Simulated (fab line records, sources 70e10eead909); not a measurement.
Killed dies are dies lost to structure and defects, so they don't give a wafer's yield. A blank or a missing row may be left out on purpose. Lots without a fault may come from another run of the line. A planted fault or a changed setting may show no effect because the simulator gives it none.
fab line records | flow nand_harc
record lots=5 wafers=15 last_day=34
route steps=1302 shown P_CONTACT@233 END@1302
lots that met no fault: from a run of the same line without faults
start_h: hours from the record's first day to the start of the lot's first wafer shown | wait_h: hours since the lot's step before | " the same as in the row above | L1.1+2: a row that stands for several wafers | - no value, or no start given | * or withheld: withheld | < > ~ a bound
route shown NAME@n: a module of which the file shows steps, and the number in the route of the first | usual: mean/standard deviation of fault-free wafers | same: alike in all rows | chamber/n: place in a boat | sites: the reading at each site | _std_site: their standard deviation | _edge_site: outer sites' mean less inner sites' | radius_mm: how far each site lies from the wafer's centre | mask NAME#n: copy n | behind: the tool/chamber that last shaped the wafer | hold: why the lot was held/for how many hours/how that ended | device: the transistor (n, p or np) that didn't switch | end of line: the same wafers' tests at the end of the route | a step without rows: its recipe alone | killed: dies lost to structure and defects at the first sort, not the wafer's yield | map: a wafer's dies, x killed, . not, _ none there
set.NAME: the setting as run; set.NAME@STEP: as run at that earlier step | model.NAME: the simulator's own value behind a step, which no gauge read
lots at some steps of the route; a table a step, a row a wafer
services: from which hour (start_h, from the record's first day; less than 0 if before it) a tool's chamber was out of use, for how many hours, and why
## steps
# step NHARC_P_CONTACT_OVL_MEAS_13
# usual overlay_x_nm=-0.5/0.86 overlay_y_nm=-0.1/0.93
# columns lot.wafer tool chamber start_h wait_h overlay_x_nm overlay_y_nm
L648.3 overlay-02 - 147.75 - -0.2 -0.4
L648.5 " - " " 0.4 -1.0
L648.6 " - " " 0.2 -0.3
L649.2 overlay-02 - 157.69 - -0.5 0.4
L649.3 " - " " -0.2 -0.4
L649.5 " - " " -0.3 0.2
L660.2 overlay-02 - 272.08 - -0.4 -0.3
L660.4 " - " " 0.6 0.2
L660.5 " - " " -0.1 0.7
L667.1 overlay-02 - 337.05 - -0.2 -1.2
L667.3 " - " " -0.4 -1.4
L667.5 " - " " -0.5 -1.0
L668.1 overlay-01 - 349.85 - -0.4 -2.1
L668.2 " - " " -0.2 -1.5
L668.3 " - " " -0.3 -1.2
# step NHARC_P_CONTACT_INSPECT_14
# usual raw_defect_count=3.6/2.1
# columns lot.wafer tool chamber start_h wait_h raw_defect_count
L648.3 defect_inspect-02 - 147.78 0.0 3
L648.5 " - " " 3
L648.6 " - " " 7
L649.2 defect_inspect-01 - 157.73 0.0 4
L649.3 " - " " 3
L649.5 " - " " 4
L660.2 defect_inspect-02 - 272.12 0.0 3
L660.4 " - " " 2
L660.5 " - " " 5
L667.1 defect_inspect-01 - 337.08 0.0 0
L667.3 " - " " 3
L667.5 " - " " 2
L668.1 defect_inspect-02 - 349.89 0.0 5
L668.2 " - " " 5
L668.3 " - " " 2
# step NHARC_P_CONTACT_DESCUM_17
# recipe time_s=3 o2_flow_sccm=200 ar_flow_sccm=0 bias_power_w=0 chemistry=O2
# usual drypump_motor_current_A=5.4/0.44 o2_flow_sccm=200.0/0.63 oes_product_au=0.999/0.0077 rf_vpp_V=57.8/0.84 showerhead_plenum_p_Torr=1.89/0.083 throttle_valve_pct=11.311/0.0086
# columns lot.wafer tool chamber start_h wait_h drypump_motor_current_A o2_flow_sccm oes_product_au rf_hours_counter_h rf_vpp_V showerhead_plenum_p_Torr throttle_valve_pct
L648.3 rie_diel-07 0 147.84 0.1 5.5 198.1 1.008 0 59.8 2.03 11.313
L648.5 " 0 " " 5.5 199.2 1.011 - 57.7 2.03 11.303
L648.6 " 1 " " 6.4 199.2 1.011 - 57.2 1.84 11.316
L649.2 rie_diel-09 1 157.79 0.1 5.2 199.4 0.996 0 56.2 1.98 11.299
L649.3 " 2 " " 5.5 200.2 0.993 0 55.8 1.78 11.302
L649.5 " 1 " " 5.2 200.9 0.996 - 58.0 1.98 11.322
L660.4 rie_diel-05 2 272.20 0.1 6.5 200.3 0.990 1 59.0 2.00 11.324
L660.2 " 3 " " 5.2 199.3 1.004 1 57.9 1.87 11.336
L660.5 " 0 " " 5.2 200.5 0.987 - 58.5 1.79 11.320
L667.3 rie_diel-05 1 337.17 0.1 5.9 199.6 1.000 2 58.9 1.82 11.302
L667.1 " 2 " " 6.5 200.5 0.994 2 58.4 2.00 11.312
L667.5 " 0 " " 5.2 198.6 0.991 - 57.5 1.79 11.315
L668.1 rie_diel-09 1 349.95 0.1 5.2 200.2 0.995 2 57.5 1.98 11.321
L668.3 " 2 " " 5.5 201.3 0.973 1 57.0 1.78 11.309
L668.2 " 3 " " 5.0 199.3 0.992 1 57.9 1.92 11.314
# step NHARC_P_CONTACT_ETCH_35
# recipe target_depth_a=390 over_etch_frac=0.3 time_s=65 ion_energy_ev=80 cf4_flow_sccm=150 ar_flow_sccm=0 rf_w=300 bias_w=100 chemistry=CF4
# step NHARC_P_CONTACT_ETCH_36
# recipe target_depth_a=2600 over_etch_frac=0.25 time_s=406.25 ion_energy_ev=200 n2_flow_sccm=150 h2_flow_sccm=150 ar_flow_sccm=0 rf_w=400 bias_w=150 chemistry=N2/H2
# step NHARC_P_CONTACT_ETCH_18
# recipe target_depth_a=4810 time_s=240.5 c4f8_flow_sccm=20 o2_flow_sccm=10 ar_flow_sccm=withheld rf_w=600 bias_w=1500 chemistry=C4F8/O2/Ar
# step NHARC_P_CONTACT_STRIP_37
# recipe c4f8_flow_sccm=withheld o2_flow_sccm=8 ar_flow_sccm=withheld bias_w=0 chemistry=C4F8/O2/Ar
# step NHARC_P_CONTACT_ETCH_31
# recipe target_depth_a=300 time_s=85.7 ion_energy_ev=120 over_etch_frac=1 ch3f_flow_sccm=50 o2_flow_sccm=30 ar_flow_sccm=200 rf_w=500 bias_w=100 chemistry=CH3F/O2
# usual bias_w=100.0/0.32 drypump_motor_current_A=5.5/0.49 o2_flow_sccm=30.00/0.088 oes_product_au=0.978/0.016 rf_vpp_V=244.0/1.6 showerhead_plenum_p_Torr=2.43/0.099 throttle_valve_pct=20.663/0.0087
# same over_etch_frac=1
# columns lot.wafer tool chamber start_h wait_h bias_w drypump_motor_current_A o2_flow_sccm oes_product_au rf_hours_counter_h rf_vpp_V showerhead_plenum_p_Torr throttle_valve_pct
L648.3 rie_diel-07 0 - - 99.6 5.5 29.86 0.996 0.6 247.7 2.60 20.672
L648.5 " 1 " " 100.1 6.5 30.04 0.999 - 243.5 2.37 20.672
L648.6 " 2 " " 100.4 5.1 30.13 0.982 - 242.5 2.40 20.650
L649.3 rie_diel-09 1 - - 99.9 5.2 30.06 0.978 0.3 244.7 2.55 20.668
L649.2 " 3 " " 100.1 4.9 30.01 0.998 0.3 245.1 2.47 20.673
L649.5 " 0 " " 100.3 5.1 30.02 0.994 - 244.3 2.40 20.671
L660.2 rie_diel-05 1 - - 100.0 5.9 30.05 0.980 0.9 241.0 2.35 20.653
L660.4 " 0 " " 100.2 5.2 30.05 0.971 1.0 242.9 2.31 20.671
L660.5 " 2 " " 99.7 6.6 30.23 0.973 - 245.9 2.57 20.674
L667.1 rie_diel-05 2 - - 100.2 6.5 29.93 0.964 2.0 245.7 2.57 20.656
L667.3 " 0 " " 99.8 5.3 30.05 0.950 2.9 242.0 2.31 20.662
L667.5 " 3 " " 100.4 5.3 30.14 0.952 - 243.8 2.40 20.664
L668.2 rie_diel-09 0 - - 99.8 5.1 29.99 0.983 1.7 244.0 2.40 20.670
L668.1 " 1 " " 100.5 5.2 29.92 0.988 1.9 246.2 2.54 20.664
L668.3 " 2 " " 99.9 5.5 30.01 0.970 1.8 241.5 2.29 20.658
# step NHARC_P_CONTACT_CD_MEAS_19
# usual cd_nm=90.1/1.2
# columns lot.wafer tool chamber start_h wait_h cd_nm
L648.3 cd_sem-01 - 148.72 - 90.6
L648.5 " - " " 90.4
L648.6 " - " " 90.8
L649.2 cd_sem-03 - 158.67 - 90.1
L649.3 " - " " 91.1
L649.5 " - " " 89.0
L660.2 cd_sem-03 - 273.05 - 90.6
L660.4 " - " " 89.9
L660.5 " - " " 92.2
L667.1 cd_sem-01 - 338.03 - 91.0
L667.3 " - " " 90.1
L667.5 " - " " 90.3
L668.1 cd_sem-02 - 350.81 - 91.4
L668.2 " - " " 88.6
L668.3 " - " " 89.3
# step NHARC_P_CONTACT_STRIP_28
# recipe o2_flow_sccm=500 ar_flow_sccm=0 bias_w=0 chemistry=O2
# usual drypump_motor_current_A=5.6/0.5 o2_flow_sccm=499.9/1.3 oes_product_au=1.001/0.0064 rf_vpp_V=57.8/0.81 showerhead_plenum_p_Torr=3.52/0.15 throttle_valve_pct=17.037/0.0098
# same bias_w=0
# columns lot.wafer tool chamber start_h wait_h drypump_motor_current_A o2_flow_sccm oes_product_au rf_hours_counter_h rf_vpp_V showerhead_plenum_p_Torr throttle_valve_pct
L648.3 rie_diel-05 3 148.80 0.1 5.3 498.2 0.995 2.2 57.0 3.45 17.038
L648.6 " 2 " " 6.6 499.3 0.997 - 59.5 3.68 17.037
L648.5 " 3 " " 5.3 499.3 0.999 - 58.0 3.45 17.022
L649.2 rie_diel-07 3 158.74 0.1 6.0 501.8 1.000 0.7 58.0 3.70 17.035
L649.3 " 0 " " 5.5 498.6 0.997 0.8 57.6 3.72 17.043
L649.5 " 3 " " 6.0 497.1 1.013 - 58.5 3.70 17.049
L660.2 rie_diel-09 0 273.14 0.1 5.1 500.0 1.012 6.8 56.8 3.45 17.027
L660.4 " 1 " " 5.2 498.7 1.003 6.9 58.0 3.65 17.048
L660.5 " 0 " " 5.1 497.2 1.002 - 58.0 3.45 17.026
L667.1 rie_diel-07 2 338.12 0.1 5.1 500.5 1.003 1.1 57.6 3.45 17.035
L667.3 " 3 " " 6.0 498.7 0.998 0.9 58.9 3.70 17.032
L667.5 " 2 " " 5.1 501.8 0.996 - 57.3 3.45 17.035
L668.3 rie_diel-09 0 350.90 0.1 5.1 499.1 0.996 1.7 57.3 3.44 17.042
L668.1 " 1 " " 5.2 500.2 0.991 1.9 56.6 3.64 17.024
L668.2 " 2 " " 5.5 499.1 0.994 1.8 58.1 3.29 17.047
# step NHARC_P_CONTACT_STRIP_29
# recipe time_s=1200 temp_c=72.5 chemistry=post_etch_residue_remover
# step NHARC_P_CONTACT_DEGAS_38
# recipe temp_c=300 time_s=60
# usual heater_power_w=490/62
# columns lot.wafer tool chamber start_h wait_h heater_power_w
L648.3 pvd_sputter-03 - 149.45 - 450
L648.6 " - " " 551
L648.5 " - " " 397
L649.2 pvd_sputter-02 - 159.37 - 448
L649.3 " - " " 442
L649.5 " - " " 448
L660.2 pvd_sputter-03 - 273.76 - 528
L660.4 " - " " 445
L660.5 " - " " 447
L667.1 pvd_sputter-03 - 338.75 - 396
L667.3 " - " " 517
L667.5 " - " " 398
L668.1 pvd_sputter-02 - 351.52 - 467
L668.2 " - " " 531
L668.3 " - " " 449
# step NHARC_P_CONTACT_PRE_CLEAN_39
# recipe time_s=19.5 bias_v=250 gas=Ar
# usual time_s=19.5/0
# columns lot.wafer tool chamber start_h wait_h time_s
L648.3 pvd_sputter-03 - 149.49 - 19.5
L648.6 " - " " 19.5
L648.5 " - " " 19.5
L649.3 pvd_sputter-02 - 159.44 - 19.5
L649.2 " - " " 19.5
L649.5 " - " " 19.5
L660.2 pvd_sputter-03 - 273.82 - 19.5
L660.4 " - " " 17.97
L660.5 " - " " 19.5
L667.1 pvd_sputter-03 - 338.83 - 19.5
L667.3 " - " " 19.5
L667.5 " - " " 19.5
L668.2 pvd_sputter-02 - 351.59 - 19.5
L668.3 " - " " 19.5
L668.1 " - " " 19.5
# step NHARC_P_CONTACT_PVD_32
# recipe target_thk_a=50 chamber_pressure_pa=5 power_w=5000 substrate_temp_c=200 time_s=17.7 material=Ti
# usual chamber_pressure_pa=5.001/0.011 substrate_temp_c=200.01/0.16 throttle_valve_pct=29.9/1.2
# columns lot.wafer tool chamber start_h wait_h chamber_pressure_pa substrate_temp_c throttle_valve_pct
L648.3 pvd_sputter-03 - - - 5.017 200.10 29.6
L648.6 " - " " 5.014 199.89 29.8
L648.5 " - " " 4.996 200.32 29.9
L649.2 pvd_sputter-02 - - - 5.006 199.97 30.2
L649.3 " - " " 4.983 199.95 31.8
L649.5 " - " " 4.994 199.95 28.2
L660.4 pvd_sputter-03 - - - 5.011 199.99 29.2
L660.2 " - " " 5.007 199.84 29.2
L660.5 " - " " 4.996 199.93 29.1
L667.3 pvd_sputter-03 - - - 5.002 199.97 30.4
L667.1 " - " " 5.008 199.98 29.2
L667.5 " - " " 4.988 199.97 30.5
L668.1 pvd_sputter-02 - - - 5.008 200.13 30.2
L668.2 " - " " 4.998 200.05 27.9
L668.3 " - " " 5.012 200.33 31.7
# step NHARC_END_SORT_01
# recipe temp_c=25
# usual killed_at_array=51/16 killed_at_other=0.6/0.88 killed_at_periphery=4.0/2.6 killed_dies=55/16 killed_open=3.5/1.9 killed_short=2.3/1.6
# same gross_dies=677
# columns lot.wafer tool chamber start_h wait_h killed_at_array killed_at_other killed_at_periphery killed_dies killed_open killed_short
L649.2 prober-01 0 605.15 2.8 39 1 3 43 1 1
L649.3 prober-01 0 605.95 3.1 60 1 7 68 3 5
L649.5 prober-01 0 607.54 3.7 64 1 8 73 2 2
# killed by level:class
L649.2 A_CHANNEL_HOLE_D1:chamber_film_flake=23 A_CHANNEL_HOLE_D2:chamber_film_flake=6 A_STAIRCASE:chamber_film_flake=3 A_CHANNEL_FILL_D1:chamber_film_flake=2 A_SLIT:chamber_film_flake=2 P_BONDPAD:geometric_particle:open=1 A_CONTACT:geometric_particle:short=1 P_STI:chamber_film_flake=1
L649.3 A_CHANNEL_HOLE_D1:chamber_film_flake=34 A_CHANNEL_HOLE_D2:chamber_film_flake=12 A_SLIT:chamber_film_flake=6 P_CONTACT:chamber_film_flake=3 P_CONTACT:geometric_particle:short=2 A_WL_FILL:chamber_film_flake=2 P_STI:geometric_particle:open=1 P_M0:geometric_particle:short=1
L649.5 A_CHANNEL_HOLE_D1:chamber_film_flake=40 A_CHANNEL_HOLE_D2:chamber_film_flake=11 P_CONTACT:chamber_film_flake=5 A_CONTACT:chamber_film_flake=5 P_STI:chamber_film_flake=2 A_SLIT:chamber_film_flake=2 P_M0:geometric_particle:short=1 A_CHANNEL_FILL_D1:geometric_particle:short=1
## services
# columns tool chamber start_h hours kind
pvd_sputter-03 - 130.04 2.8 repair
rie_diel-09 - 143.39 9.0 pm
rie_diel-09 0 143.39 9.0 vent_cycle
pvd_sputter-03 - 145.11 1.6 repair
rie_diel-07 1 163.82 2.1 repair
rie_diel-09 0 165.49 4.0 repair
pvd_sputter-03 - 170.01 10.0 pm
rie_diel-05 - 175.83 1.0 repair
rie_diel-05 3 189.77 3.1 repair
rie_diel-09 2 189.90 5.2 repair
rie_diel-05 3 200.62 14.5 repair
rie_diel-05 - 229.61 9.0 pm
rie_diel-07 1 237.22 2.6 repair
pvd_sputter-03 - 260.60 0.8 repair
rie_diel-07 3 265.39 16.0 repair
rie_diel-05 2 279.24 23.6 repair
rie_diel-05 0 281.65 2.0 repair
pvd_sputter-02 - 282.65 10.0 pm
rie_diel-07 - 287.95 1.8 repair
rie_diel-05 3 289.99 7.0 repair
rie_diel-07 - 294.20 9.0 pm
rie_diel-09 - 320.39 9.0 pm
rie_diel-05 1 332.85 4.1 repair
rie_diel-07 1 342.98 10.5 repair
## key
first_sign step=NHARC_P_CONTACT_PRE_CLEAN_39 reading=time_s direction=down sigmas=99+ usual=* struck=*
effect none on later readings
met_at NHARC_P_CONTACT_PRE_CLEAN_39
struck_wafers L660.4
tester_left_out L660
onset_between 149.49 273.82
fault kind=process_parameter_drift tool=pvd_sputter-03 chamber=- onset_h=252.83 steps=NHARC_P_CONTACT_PRE_CLEAN_39 channel=time_s offset=* shape=step end_h=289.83 scope=struck_wafers_only acts_in=* stated=*
# tester_left_out: of these lots the tester's yield and bins aren't shown, on N5 and GAA mostly nor the transistor test; their killed dies are dies lost to structure and defects alone, not to doping, threshold or leakage, so they don't give the yield
